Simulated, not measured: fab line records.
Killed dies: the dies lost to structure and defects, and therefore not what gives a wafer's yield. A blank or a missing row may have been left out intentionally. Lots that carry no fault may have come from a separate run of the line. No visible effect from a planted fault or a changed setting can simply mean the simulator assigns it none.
fab line records | flow nand-harc
record lots=12 | wafers=34 | last-day=25
route steps=1159 shown A_STAIRCASE@594 END@1159
lots that met no fault: taken from a fault-free run of the same line
start-h: the number of hours between the record's first day and the start of the first shown wafer of the lot | wait-h: time in hours since the lot's previous step | " unchanged from the row above | L1.1+2: one row covering several wafers at once | - no value present, or no start provided | * or withheld: withheld | < > ~ a bound
route shown NAME@n: a module of which the file shows steps, and the number in the route of the first | usual: mean/standard deviation of fault-free wafers | same: alike in all rows | chamber/n: place in a boat | sites: the reading at each site | _std_site: standard deviation of those values | _edge_site: the outer-site mean with the inner-site mean subtracted | radius-mm: for every site, how far away it sits from the centre of the wafer | mask NAME#n: copy n | behind: the most recent tool/chamber to have shaped the wafer | hold: why the lot was held/for how many hours/how that ended | device: the transistor (n, p or np) that didn't switch | end of line: tests run on the same wafers once the route is complete | step lacking rows: just its recipe | killed: dies lost to structure and defects at the first sort, not the wafer's yield | map: per-die view of a wafer (x killed, . not killed, _ where there is no die)
set.NAME: the setting as run; set.NAME@STEP: as run at that earlier step | model.NAME: the simulator's own value behind a step, which no gauge read
one table for each step of the route and one row for each wafer, over a sample of lots
services: the hour from which a tool's chamber was out of use, counted from the record's first day as start-h (under 0 if before that day), plus the number of hours and why
## steps
# step NHARC_A_STAIRCASE_TRIM_200
# recipe time-s=211.2 | o2-flow-sccm=500 | ar-flow-sccm=0 | bias-w=0 | chemistry=O2
# usual drypump-motor-current-A=5.8/0.48 | oes-product-au=1.000/0.015 | rf-vpp-V=57.7/1 | showerhead-plenum-p-Torr=3.45/0.14 | throttle-valve-pct=17.037/0.0088
# same time-s=211.2
lot.wafer | tool        | chamber | start-h | wait-h | drypump-motor-current-A | oes-product-au | rf-hours-counter-h | rf-vpp-V | showerhead-plenum-p-Torr | throttle-valve-pct
L390.4    | rie-diel-05 | 3       | -       | -      | 5.8                     | 1.000          | 17                 | 58.3     | 3.43                     | 17.037
L390.2    | "           | 0       | "       | "      | 5.4                     | 0.979          | 23                 | 56.9     | 3.40                     | 17.038
L390.6    | "           | 1       | "       | "      | 6.5                     | 0.992          | -                  | 57.9     | 3.71                     | 17.046
L397.1    | rie-diel-05 | 0       | -       | -      | 5.4                     | 0.978          | 43                 | 57.2     | 3.39                     | 17.030
L397.4    | "           | 2       | "       | "      | 6.1                     | 0.998          | 45                 | 56.1     | 3.44                     | 17.026
L399.2    | rie-diel-13 | 0       | -       | -      | 6.2                     | 1.017          | 3                  | 57.8     | 3.35                     | 17.050
L399.6    | "           | 2       | "       | "      | 5.0                     | 0.989          | -                  | 57.5     | 3.46                     | 17.031
L401.1    | rie-diel-05 | 2       | -       | -      | 6.1                     | 1.001          | 49                 | 57.7     | 3.44                     | 17.043
L401.2    | "           | 0       | "       | "      | 5.4                     | 0.987          | 48                 | 57.1     | 3.38                     | 17.037
L401.3    | "           | 1       | "       | "      | 6.5                     | 0.998          | 50                 | 58.5     | 3.70                     | 17.049
L403.4    | rie-diel-13 | 3       | -       | -      | 6.2                     | 0.993          | 16                 | 59.2     | 3.77                     | 17.051
L403.1    | "           | 0       | "       | "      | 6.2                     | 1.014          | 14                 | 56.8     | 3.35                     | 17.051
L403.6    | "           | 1       | "       | "      | 6.0                     | 0.984          | -                  | 59.4     | 3.44                     | 17.040
L402.2    | rie-diel-08 | 3       | -       | -      | 5.3                     | 1.032          | 4                  | 56.7     | 3.29                     | 17.034
L402.1    | "           | 2       | "       | "      | 5.0                     | 0.985          | 4                  | 57.4     | 3.35                     | 17.029
L402.6    | "           | 0       | "       | "      | 5.5                     | 1.002          | -                  | 57.6     | 3.37                     | 17.030
L404.1    | rie-diel-13 | 0       | -       | -      | 6.2                     | 1.012          | 17                 | 56.7     | 3.34                     | 17.045
L404.3    | "           | 3       | "       | "      | 6.1                     | 0.997          | 18                 | 57.3     | 3.76                     | 17.035
L404.5    | "           | 0       | "       | "      | 6.2                     | 1.012          | -                  | 58.5     | 3.34                     | 17.034
L406.2    | rie-diel-05 | 3       | -       | -      | 5.8                     | 1.008          | 53                 | 57.1     | 3.41                     | 17.052
L406.3    | "           | 0       | "       | "      | 5.4                     | 1.000          | 61                 | 57.6     | 3.38                     | 17.027
L406.6    | "           | 0       | "       | "      | 5.4                     | 1.002          | -                  | 55.6     | 3.38                     | 17.036
L410.2    | rie-diel-05 | 3       | -       | -      | 5.8                     | 0.988          | 1                  | 56.2     | 3.41                     | 17.037
L410.3    | "           | 1       | "       | "      | 6.5                     | 1.026          | 1                  | 59.9     | 3.69                     | 17.038
L410.5    | "           | 3       | "       | "      | 5.8                     | 0.989          | -                  | 58.3     | 3.41                     | 17.042
L411.3    | rie-diel-13 | 0       | -       | -      | 6.2                     | 1.008          | 29                 | 57.2     | 3.34                     | 17.030
L411.1    | "           | 2       | "       | "      | 5.0                     | 0.984          | 38                 | 57.5     | 3.45                     | 17.033
L411.5    | "           | 0       | "       | "      | 6.2                     | 0.999          | -                  | 56.5     | 3.34                     | 17.021
L413.1    | rie-diel-05 | 3       | -       | -      | 5.8                     | 0.988          | 6                  | 55.8     | 3.40                     | 17.030
L413.5    | "           | 2       | "       | "      | 6.1                     | 1.016          | -                  | 58.2     | 3.43                     | 17.035
L413.6    | "           | 3       | "       | "      | 5.8                     | 0.998          | -                  | 57.8     | 3.40                     | 17.039
L412.3    | rie-diel-05 | 1       | -       | -      | 6.5                     | 1.026          | 14                 | 57.2     | 3.69                     | 17.033
L412.5    | "           | 0       | "       | "      | 5.4                     | 0.991          | -                  | 56.7     | 3.37                     | 17.025
L412.6    | "           | 1       | "       | "      | 6.5                     | 1.026          | -                  | 57.4     | 3.69                     | 17.029
# step NHARC_A_STAIRCASE_TRIM_229
# recipe time-s=211.2 | o2-flow-sccm=500 | ar-flow-sccm=0 | bias-w=0 | chemistry=O2
# usual drypump-motor-current-A=5.8/0.49 | oes-product-au=0.997/0.015 | rf-vpp-V=57.7/0.85 | showerhead-plenum-p-Torr=3.46/0.14 | throttle-valve-pct=17.038/0.0094
# same time-s=211.2
lot.wafer | tool        | chamber | start-h | wait-h | drypump-motor-current-A | oes-product-au | rf-hours-counter-h | rf-vpp-V | showerhead-plenum-p-Torr | throttle-valve-pct
L390.2    | rie-diel-08 | 2       | 242.35  | 0.1    | 5.0                     | 0.977          | 39                 | 56.2     | 3.37                     | 17.030
L390.4    | "           | 0       | "       | "      | 5.4                     | 1.011          | 39                 | 56.7     | 3.39                     | 17.030
L390.6    | "           | 1       | "       | "      | 6.0                     | 1.011          | -                  | 57.4     | 3.34                     | 17.033
L397.1    | rie-diel-13 | 1       | 292.54  | 0.1    | 6.0                     | 0.981          | 4                  | 58.7     | 3.44                     | 17.040
L397.4    | "           | 3       | "       | "      | 6.1                     | 1.008          | 3                  | 59.7     | 3.77                     | 17.036
L399.2    | rie-diel-13 | 3       | 295.65  | 0.1    | 6.2                     | 0.999          | 5                  | 58.0     | 3.77                     | 17.055
L399.6    | "           | 1       | "       | "      | 6.0                     | 0.984          | -                  | 57.3     | 3.44                     | 17.028
L401.1    | rie-diel-13 | 3       | 307.53  | 0.1    | 6.1                     | 1.002          | 12                 | 59.0     | 3.77                     | 17.049
L401.2    | "           | 0       | "       | "      | 6.1                     | 1.006          | 10                 | 57.9     | 3.35                     | 17.046
L401.3    | "           | 2       | "       | "      | 5.0                     | 0.985          | 12                 | 58.0     | 3.46                     | 17.036
L403.4    | rie-diel-08 | 1       | 323.27  | 0.4    | 6.0                     | 1.002          | 6                  | 57.2     | 3.32                     | 17.045
L403.1    | "           | 2       | "       | "      | 5.0                     | 0.978          | 5                  | 57.4     | 3.35                     | 17.030
L403.6    | "           | 1       | "       | "      | 6.0                     | 1.010          | -                  | 55.9     | 3.32                     | 17.046
L402.2    | rie-diel-08 | 2       | 325.36  | 0.1    | 5.0                     | 0.981          | 6                  | 58.6     | 3.35                     | 17.036
L402.1    | "           | 3       | "       | "      | 5.3                     | 1.018          | 7                  | 57.8     | 3.29                     | 17.037
L402.6    | "           | 1       | "       | "      | 6.0                     | 1.016          | -                  | 59.2     | 3.32                     | 17.047
L404.1    | rie-diel-08 | 2       | 329.01  | 0.1    | 5.0                     | 0.976          | 7                  | 59.0     | 3.35                     | 17.050
L404.3    | "           | 3       | "       | "      | 5.3                     | 1.018          | 8                  | 59.4     | 3.29                     | 17.043
L404.5    | "           | 1       | "       | "      | 6.0                     | 1.011          | -                  | 56.8     | 3.32                     | 17.048
L406.3    | rie-diel-05 | 0       | 332.30  | 0.1    | 5.4                     | 0.997          | 62                 | 58.4     | 3.38                     | 17.041
L406.2    | "           | 3       | "       | "      | 5.8                     | 1.006          | 54                 | 57.5     | 3.41                     | 17.030
L406.6    | "           | 0       | "       | "      | 5.4                     | 0.992          | -                  | 56.8     | 3.38                     | 17.026
L410.2    | rie-diel-05 | 3       | 357.68  | 0.1    | 5.8                     | 0.997          | 2                  | 57.3     | 3.40                     | 17.028
L410.3    | "           | 0       | "       | "      | 5.4                     | 0.991          | 3                  | 57.2     | 3.37                     | 17.044
L410.5    | "           | 1       | "       | "      | 6.5                     | 1.020          | -                  | 57.6     | 3.69                     | 17.048
L411.1    | rie-diel-13 | 3       | 378.14  | 0.1    | 6.2                     | 0.990          | 38                 | 58.6     | 3.75                     | 17.050
L411.3    | "           | 0       | "       | "      | 6.1                     | 1.005          | 30                 | 58.3     | 3.34                     | 17.060
L411.5    | "           | 1       | "       | "      | 6.0                     | 0.978          | -                  | 56.8     | 3.43                     | 17.037
L413.1    | rie-diel-13 | 0       | 381.52  | 0.2    | 6.2                     | 1.009          | 32                 | 56.8     | 3.34                     | 17.030
L413.6    | "           | 2       | "       | "      | 5.0                     | 0.971          | -                  | 58.1     | 3.44                     | 17.037
L413.5    | "           | 3       | "       | "      | 6.2                     | 0.995          | -                  | 57.7     | 3.75                     | 17.033
L412.3    | rie-diel-05 | 3       | 383.91  | 0.1    | 5.8                     | 0.995          | 9                  | 56.9     | 3.40                     | 17.043
L412.6    | "           | 0       | "       | "      | 5.4                     | 0.996          | -                  | 57.4     | 3.37                     | 17.033
L412.5    | "           | 1       | "       | "      | 6.5                     | 1.015          | -                  | 58.3     | 3.69                     | 17.040
# step NHARC_A_STAIRCASE_TRIM_233
# recipe time-s=211.2 | o2-flow-sccm=500 | ar-flow-sccm=0 | bias-w=0 | chemistry=O2
# usual drypump-motor-current-A=5.7/0.49 | oes-product-au=0.998/0.015 | rf-vpp-V=57.6/0.9 | showerhead-plenum-p-Torr=3.45/0.14 | throttle-valve-pct=17.035/0.0093
# same time-s=211.2
lot.wafer | tool        | chamber | start-h | wait-h | drypump-motor-current-A | oes-product-au | rf-hours-counter-h | rf-vpp-V | showerhead-plenum-p-Torr | throttle-valve-pct
L390.4    | rie-diel-08 | 1       | 242.87  | -      | 6.0                     | 1.012          | 39                 | 56.9     | 3.34                     | 17.029
L390.2    | "           | 0       | "       | "      | 5.4                     | 1.019          | 39                 | 57.8     | 3.39                     | 17.055
L390.6    | "           | 2       | "       | "      | 5.0                     | 0.973          | -                  | 57.3     | 3.37                     | 17.042
L397.4    | rie-diel-13 | 0       | 293.12  | -      | 6.2                     | 1.022          | 4                  | 56.0     | 3.35                     | 17.038
L397.1    | "           | 1       | "       | "      | 6.0                     | 1.196          | 4                  | 56.7     | 3.44                     | 17.038
L399.2    | rie-diel-13 | 1       | 296.11  | -      | 6.0                     | 1.206          | 6                  | 58.3     | 3.44                     | 17.040
L399.6    | "           | 1       | "       | "      | 6.0                     | 0.982          | -                  | 58.1     | 3.44                     | 17.051
L401.2    | rie-diel-13 | 1       | 308.15  | -      | 6.0                     | 1.199          | 11                 | 57.5     | 3.44                     | 17.045
L401.1    | "           | 2       | "       | "      | 5.0                     | 1.214          | 12                 | 59.0     | 3.46                     | 17.053
L401.3    | "           | 3       | "       | "      | 6.2                     | 0.999          | 12                 | 57.1     | 3.77                     | 17.027
L403.1    | rie-diel-08 | 3       | 324.23  | -      | 5.3                     | 1.005          | 6                  | 58.8     | 3.29                     | 17.025
L403.4    | "           | 0       | "       | "      | 5.4                     | 0.991          | 7                  | 57.2     | 3.37                     | 17.032
L403.6    | "           | 3       | "       | "      | 5.3                     | 1.021          | -                  | 58.3     | 3.29                     | 17.041
L402.2    | rie-diel-08 | 3       | 325.83  | -      | 5.4                     | 1.020          | 7                  | 56.2     | 3.29                     | 17.053
L402.1    | "           | 1       | "       | "      | 6.0                     | 1.014          | 7                  | 56.5     | 3.32                     | 17.038
L402.6    | "           | 2       | "       | "      | 5.0                     | 0.988          | -                  | 58.9     | 3.35                     | 17.040
L404.3    | rie-diel-08 | 3       | 329.57  | -      | 5.3                     | 1.011          | 8                  | 58.4     | 3.29                     | 17.029
L404.1    | "           | 1       | "       | "      | 6.0                     | 1.008          | 8                  | 56.9     | 3.32                     | 17.028
L404.5    | "           | 1       | "       | "      | 6.0                     | 1.014          | -                  | 57.2     | 3.32                     | 17.048
L406.3    | rie-diel-05 | 3       | 332.80  | -      | 5.8                     | 1.001          | 54                 | 57.4     | 3.41                     | 17.031
L406.2    | "           | 1       | "       | "      | 6.6                     | 1.001          | 62                 | 57.2     | 3.69                     | 17.037
L406.6    | "           | 3       | "       | "      | 5.8                     | 1.003          | -                  | 57.0     | 3.41                     | 17.042
L410.3    | rie-diel-05 | 2       | 358.17  | -      | 6.1                     | 1.002          | 3                  | 56.9     | 3.43                     | 17.039
L410.2    | "           | 3       | "       | "      | 5.8                     | 0.997          | 3                  | 57.5     | 3.40                     | 17.038
L410.5    | "           | 0       | "       | "      | 5.4                     | 0.989          | -                  | 57.0     | 3.37                     | 17.023
L411.1    | rie-diel-13 | 2       | 379.25  | -      | 5.0                     | 0.977          | 40                 | 57.6     | 3.45                     | 17.030
L411.3    | "           | 0       | "       | "      | 6.1                     | 0.997          | 31                 | 56.8     | 3.34                     | 17.040
L411.5    | "           | 1       | "       | "      | 6.0                     | 0.984          | -                  | 55.8     | 3.43                     | 17.044
L413.1    | rie-diel-13 | 0       | 382.03  | -      | 6.2                     | 1.014          | 32                 | 59.1     | 3.34                     | 17.030
L413.5    | "           | 1       | "       | "      | 6.0                     | 0.975          | -                  | 57.7     | 3.42                     | 17.031
L413.6    | "           | 2       | "       | "      | 5.0                     | 0.984          | -                  | 56.9     | 3.44                     | 17.035
L412.3    | rie-diel-05 | 0       | 384.46  | -      | 5.4                     | 0.996          | 15                 | 55.8     | 3.37                     | 17.035
L412.6    | "           | 2       | "       | "      | 6.1                     | 1.008          | -                  | 58.0     | 3.43                     | 17.038
L412.5    | "           | 3       | "       | "      | 5.8                     | 1.003          | -                  | 58.4     | 3.40                     | 17.036
# step NHARC_A_STAIRCASE_TRIM_235
# recipe time-s=211.2 | o2-flow-sccm=500 | ar-flow-sccm=0 | bias-w=0 | chemistry=O2
# usual drypump-motor-current-A=5.8/0.48 | oes-product-au=0.997/0.014 | rf-vpp-V=57.6/0.91 | showerhead-plenum-p-Torr=3.45/0.15 | throttle-valve-pct=17.037/0.0092
# same time-s=211.2
lot.wafer | tool        | chamber | start-h | wait-h | drypump-motor-current-A | oes-product-au | rf-hours-counter-h | rf-vpp-V | showerhead-plenum-p-Torr | throttle-valve-pct
L390.2    | rie-diel-08 | 1       | -       | -      | 6.0                     | 1.026          | 40                 | 57.6     | 3.34                     | 17.049
L390.4    | "           | 0       | "       | "      | 5.4                     | 1.016          | 40                 | 56.8     | 3.39                     | 17.047
L390.6    | "           | 1       | "       | "      | 6.0                     | 1.025          | -                  | 58.6     | 3.34                     | 17.040
L397.4    | rie-diel-13 | 1       | -       | -      | 6.0                     | 0.974          | 5                  | 57.5     | 3.44                     | 17.032
L397.1    | "           | 0       | "       | "      | 6.2                     | 1.018          | 4                  | 58.6     | 3.35                     | 17.040
L399.2    | rie-diel-13 | 3       | -       | -      | 6.2                     | 0.996          | 5                  | 58.6     | 3.77                     | 17.038
L399.6    | "           | 1       | "       | "      | 6.0                     | 0.972          | -                  | 59.1     | 3.44                     | 17.031
L401.1    | rie-diel-13 | 3       | -       | -      | 6.2                     | 0.997          | 12                 | 59.1     | 3.77                     | 17.041
L401.2    | "           | 1       | "       | "      | 6.0                     | 0.980          | 11                 | 56.8     | 3.44                     | 17.039
L401.3    | "           | 2       | "       | "      | 5.0                     | 0.981          | 12                 | 56.9     | 3.46                     | 17.033
L403.4    | rie-diel-08 | 1       | -       | -      | 6.0                     | 1.008          | 7                  | 56.5     | 3.32                     | 17.038
L403.1    | "           | 3       | "       | "      | 5.3                     | 1.017          | 7                  | 56.6     | 3.29                     | 17.060
L403.6    | "           | 0       | "       | "      | 5.4                     | 0.994          | -                  | 58.0     | 3.37                     | 17.041
L402.2    | rie-diel-08 | 1       | -       | -      | 6.0                     | 1.009          | 7                  | 57.5     | 3.32                     | 17.030
L402.1    | "           | 3       | "       | "      | 5.3                     | 1.014          | 7                  | 56.9     | 3.29                     | 17.046
L402.6    | "           | 0       | "       | "      | 5.4                     | 0.992          | -                  | 58.5     | 3.37                     | 17.036
L404.1    | rie-diel-08 | 2       | -       | -      | 5.0                     | 0.992          | 8                  | 56.5     | 3.35                     | 17.040
L404.3    | "           | 1       | "       | "      | 6.0                     | 1.008          | 8                  | 55.7     | 3.32                     | 17.055
L404.5    | "           | 1       | "       | "      | 6.0                     | 0.997          | -                  | 58.6     | 3.32                     | 17.035
L406.3    | rie-diel-05 | 2       | -       | -      | 6.2                     | 1.008          | 59                 | 56.8     | 3.44                     | 17.041
L406.2    | "           | 0       | "       | "      | 5.4                     | 0.996          | 62                 | 57.1     | 3.38                     | 17.030
L406.6    | "           | 2       | "       | "      | 6.1                     | 1.011          | -                  | 58.3     | 3.44                     | 17.037
L410.3    | rie-diel-05 | 3       | -       | -      | 5.8                     | 0.997          | 3                  | 58.0     | 3.40                     | 17.028
L410.2    | "           | 2       | "       | "      | 6.1                     | 1.004          | 3                  | 56.3     | 3.43                     | 17.029
L410.5    | "           | 0       | "       | "      | 5.4                     | 0.986          | -                  | 56.1     | 3.37                     | 17.049
L411.3    | rie-diel-13 | 0       | -       | -      | 6.2                     | 0.995          | 31                 | 56.0     | 3.34                     | 17.020
L411.1    | "           | 1       | "       | "      | 6.0                     | 0.982          | 39                 | 56.8     | 3.42                     | 17.030
L411.5    | "           | 1       | "       | "      | 6.0                     | 0.980          | -                  | 57.7     | 3.42                     | 17.028
L413.1    | rie-diel-13 | 2       | -       | -      | 5.0                     | 0.990          | 41                 | 57.6     | 3.44                     | 17.046
L413.6    | "           | 1       | "       | "      | 6.0                     | 0.990          | -                  | 58.8     | 3.42                     | 17.036
L413.5    | "           | 2       | "       | "      | 5.0                     | 0.978          | -                  | 56.4     | 3.44                     | 17.037
L412.3    | rie-diel-05 | 2       | -       | -      | 6.1                     | 1.009          | 14                 | 56.8     | 3.43                     | 17.029
L412.5    | "           | 0       | "       | "      | 5.4                     | 0.987          | -                  | 57.1     | 3.37                     | 17.035
L412.6    | "           | 1       | "       | "      | 6.6                     | 1.020          | -                  | 57.4     | 3.68                     | 17.028
# step NHARC_END_SORT_01
# recipe temp-c=25
# usual killed-at-array=27/11 | killed-at-other=0.7/1.1 | killed-at-periphery=3.6/2.4 | killed-dies=32/11 | killed-open=3.3/1.8 | killed-short=2.1/1.5
# same gross-dies=677
lot.wafer | tool      | chamber | start-h | wait-h | killed-at-array | killed-at-other | killed-at-periphery | killed-dies | killed-open | killed-short
L397.1    | prober-02 | 0       | 494.34  | 2.5    | 461             | 1               | 4                   | 466         | 1           | 2
L397.4    | prober-02 | 0       | 496.74  | 3.4    | 25              | 1               | 7                   | 33          | 3           | 2
L401.1    | prober-01 | 0       | 502.19  | 2.5    | 356             | 2               | 3                   | 361         | 3           | 4
L401.2    | prober-01 | 0       | 502.99  | 2.8    | 468             | 0               | 4                   | 472         | 6           | 4
L401.3    | prober-01 | 0       | 503.78  | 3.1    | 37              | 0               | 2                   | 39          | 2           | 3
L399.2    | prober-02 | 0       | 518.60  | 2.8    | 480             | 1               | 2                   | 483         | 5           | 0
L399.6    | prober-02 | 0       | 521.74  | 3.9    | 28              | 3               | 4                   | 35          | 6           | 2
# killed by level:class
L397.1 A_STAIRCASE:area-trim=426 A_CHANNEL_HOLE_D1:chamber-film-flake=20 A_SLIT:chamber-film-flake=11 P_ZERO_WELL:chamber-film-flake=3 P_M0:geometric-particle:open=1 A_SOURCE_PLATE:geometric-particle:short=1 A_WL_FILL:geometric-particle:short=1 A_STAIRCASE:chamber-film-flake=1
L397.4 A_CHANNEL_HOLE_D1:chamber-film-flake=13 A_SLIT:chamber-film-flake=6 P_M0:geometric-particle:open=2 P_GATE:chamber-film-flake=2 A_STAIRCASE:chamber-film-flake=2 P_M1:geometric-particle:open=1 A_WL_FILL:geometric-particle:short=1 A_CONTACT:geometric-particle:short=1
L401.1 A_STAIRCASE:area-trim=321 A_CHANNEL_HOLE_D1:chamber-film-flake=12 A_STAIRCASE:chamber-film-flake=12 A_SLIT:chamber-film-flake=5 A_CONTACT:chamber-film-flake=2 P_GATE:geometric-particle:open=1 P_M2:geometric-particle:open=1 A_ONON_D1:geometric-particle:short=1
L401.2 A_STAIRCASE:area-trim=418 A_CHANNEL_HOLE_D1:chamber-film-flake=24 A_SLIT:chamber-film-flake=14 A_CONTACT:geometric-particle:open=2 P_STI:chamber-film-flake=2 A_STAIRCASE:chamber-film-flake=2 A_CONTACT:chamber-film-flake=2 P_GATE:geometric-particle:open=1
L401.3 A_CHANNEL_HOLE_D1:chamber-film-flake=19 A_SLIT:chamber-film-flake=10 A_ONON_D1:geometric-particle:open=2 A_CONTACT:chamber-film-flake=2 P_M0:geometric-particle:short=1 A_CHANNEL_FILL_D1:geometric-particle:short=1 A_WL_FILL:geometric-particle:short=1 P_STI:chamber-film-flake=1
L399.2 A_STAIRCASE:area-trim=435 A_CHANNEL_HOLE_D1:chamber-film-flake=18 A_SLIT:chamber-film-flake=14 A_CONTACT:chamber-film-flake=5 A_SGD_CUT:chamber-film-flake=2 P_CONTACT:geometric-particle:open=1 A_SGD_CUT:geometric-particle:open=1 A_CONTACT:geometric-particle:open=1
L399.6 A_CHANNEL_HOLE_D1:chamber-film-flake=10 A_CONTACT:chamber-film-flake=6 A_SLIT:chamber-film-flake=5 STARTING-WAFER:geometric-particle:open=2 A_STAIRCASE:chamber-film-flake=2 P_ZERO_WELL:geometric-particle:open=1 A_ONON_D1:geometric-particle:short=1 A_CONTACT:geometric-particle:open=1
## services
tool        | chamber | start-h | hours | kind
rie-diel-08 | 0       | 230.90  | 4.1   | repair
rie-diel-13 | 0       | 231.10  | -     | clean
rie-diel-13 | 1       | 231.10  | -     | clean
rie-diel-13 | 2       | 231.10  | -     | clean
rie-diel-13 | 3       | 231.10  | -     | clean
rie-diel-08 | 2       | 253.28  | 3.2   | repair
rie-diel-13 | 0       | 255.73  | -     | clean
rie-diel-13 | 1       | 255.73  | -     | clean
rie-diel-13 | 2       | 255.73  | -     | clean
rie-diel-13 | 3       | 255.73  | -     | clean
rie-diel-05 | 2       | 273.08  | 2.7   | repair
rie-diel-13 | -       | 276.04  | 9.0   | pm
rie-diel-13 | 0       | 276.04  | 9.0   | vent-cycle
rie-diel-13 | 1       | 276.04  | 9.0   | vent-cycle
rie-diel-13 | 2       | 276.04  | 9.0   | vent-cycle
rie-diel-13 | 3       | 276.04  | 9.0   | vent-cycle
rie-diel-13 | 0       | 285.04  | -     | clean
rie-diel-13 | 1       | 285.04  | -     | clean
rie-diel-13 | 2       | 285.04  | -     | clean
rie-diel-08 | 3       | 287.17  | 3.8   | repair
rie-diel-08 | -       | 301.98  | 9.0   | pm
rie-diel-08 | 0       | 328.04  | 12.9  | repair
rie-diel-05 | -       | 340.67  | 9.0   | pm
rie-diel-05 | 3       | 358.94  | 11.9  | repair
## key
first-sign step=NHARC_A_STAIRCASE_TRIM_233 | reading=oes-product-au | direction=up | sigmas=14 | usual=0.998 | struck=1.204
effect step=NHARC_END_SORT_01 | reading=killed-at-array | direction=up | sigmas=38 | usual=27 | struck=441
more-kills-born-at NHARC_A_STAIRCASE_TRIM_233@rie-diel-13=1600
met-at NHARC_A_STAIRCASE_TRIM_233
struck-lots L397,L399,L401
struck-wafers L397.1,L399.2,L401.1,L401.2
later-rows-left-out L397.1,L399.2,L401.2
tester-left-out L397,L399,L401
not-acting-at NHARC_A_STAIRCASE_TRIM_200,NHARC_A_STAIRCASE_TRIM_229,NHARC_A_STAIRCASE_TRIM_235
fault kind=process-parameter-drift | tool=rie-diel-13 | chamber=- | onset-h=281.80 | steps=NHARC_A_STAIRCASE_TRIM_233 | channel=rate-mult | offset=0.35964 | shape=step | end-h=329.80 | scope=struck-wafers-only
# tester-left-out: of these lots the tester's yield and bins aren't shown, on N5 and GAA mostly nor the transistor test; their killed dies are dies lost to structure and defects alone, not to doping, threshold or leakage, so they don't give the yield
# later-rows-left-out: the simulator's readings of these wafers behind a module that went badly wrong aren't trusted and aren't shown, but for the sort
